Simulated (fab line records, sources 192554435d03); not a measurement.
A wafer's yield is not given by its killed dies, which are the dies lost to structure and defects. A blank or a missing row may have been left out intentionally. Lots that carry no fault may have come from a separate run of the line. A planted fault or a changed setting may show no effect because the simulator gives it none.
Matching of chambers || flow n5Finfet || 3 sister chambers for N5_BEOL_M15_ILD_DEP_00 on pecvd-04
The step deposits SiO2 from TEOS/O2, target thk 1629.3 nm, time 346.1 s. 3 wafers are shown with their chamber, then 12 later ones without.

WAFERS PAIRED WITH THEIR CHAMBERS
{"wafer": "L088.5", "chamber": 2, "showerheadPlenumPTorr (Torr)": 8.35}
{"wafer": "L089.4", "chamber": 0, "showerheadPlenumPTorr (Torr)": 8.25}
{"wafer": "L089.5", "chamber": 1, "showerheadPlenumPTorr (Torr)": 8.27}

WAFERS MISSING THEIR CHAMBER
{"wafer": "L092.1", "showerheadPlenumPTorr (Torr)": 8.34}
{"wafer": "L092.2", "showerheadPlenumPTorr (Torr)": 8.26}
{"wafer": "L092.3", "showerheadPlenumPTorr (Torr)": 8.24}
{"wafer": "L094.2", "showerheadPlenumPTorr (Torr)": 8.35}
{"wafer": "L094.3", "showerheadPlenumPTorr (Torr)": 8.28}
{"wafer": "L094.4", "showerheadPlenumPTorr (Torr)": 8.34}
{"wafer": "L093.1", "showerheadPlenumPTorr (Torr)": 8.36}
{"wafer": "L093.2", "showerheadPlenumPTorr (Torr)": 8.23}
{"wafer": "L093.4", "showerheadPlenumPTorr (Torr)": 8.34}
{"wafer": "L095.3", "showerheadPlenumPTorr (Torr)": 8.28}
{"wafer": "L095.4", "showerheadPlenumPTorr (Torr)": 8.34}
{"wafer": "L095.5", "showerheadPlenumPTorr (Torr)": 8.24}

EACH ONE'S CHAMBER
{"wafer": "L092.1", "from the rows above": 2, "in truth": 2}
{"wafer": "L092.2", "from the rows above": "can't be placed: 0 or 1", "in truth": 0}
{"wafer": "L092.3", "from the rows above": "can't be placed: 0 or 1", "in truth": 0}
{"wafer": "L094.2", "from the rows above": 2, "in truth": 2}
{"wafer": "L094.3", "from the rows above": "can't be placed: 1 or 0", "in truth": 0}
{"wafer": "L094.4", "from the rows above": 2, "in truth": 2}
{"wafer": "L093.1", "from the rows above": 2, "in truth": 2}
{"wafer": "L093.2", "from the rows above": "can't be placed: 0 or 1", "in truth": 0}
{"wafer": "L093.4", "from the rows above": 2, "in truth": 2}
{"wafer": "L095.3", "from the rows above": "can't be placed: 1 or 0", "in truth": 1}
{"wafer": "L095.4", "from the rows above": 2, "in truth": 2}
{"wafer": "L095.5", "from the rows above": "can't be placed: 0 or 1", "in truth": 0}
Placed correctly: 6 of 12. Can't be placed from these rows: 6 (the true chamber is among the candidates in 6). Wrongly placed: 0.
How it was worked out, from the rows above alone: a wafer's distance from a chamber is the root of the sum, over the readings, of the square of ((its reading less the chamber's mean) divided by the reading's scatter). The wafer belongs to the nearest chamber; if the next one is less than 2 further off, it can't be placed. For every chamber, the mean is computed from those of its wafers that are shown. The scatter (one wafer shown for each chamber): square how far every hidden wafer sits from the nearest shown wafer, average those squares and take the square root.
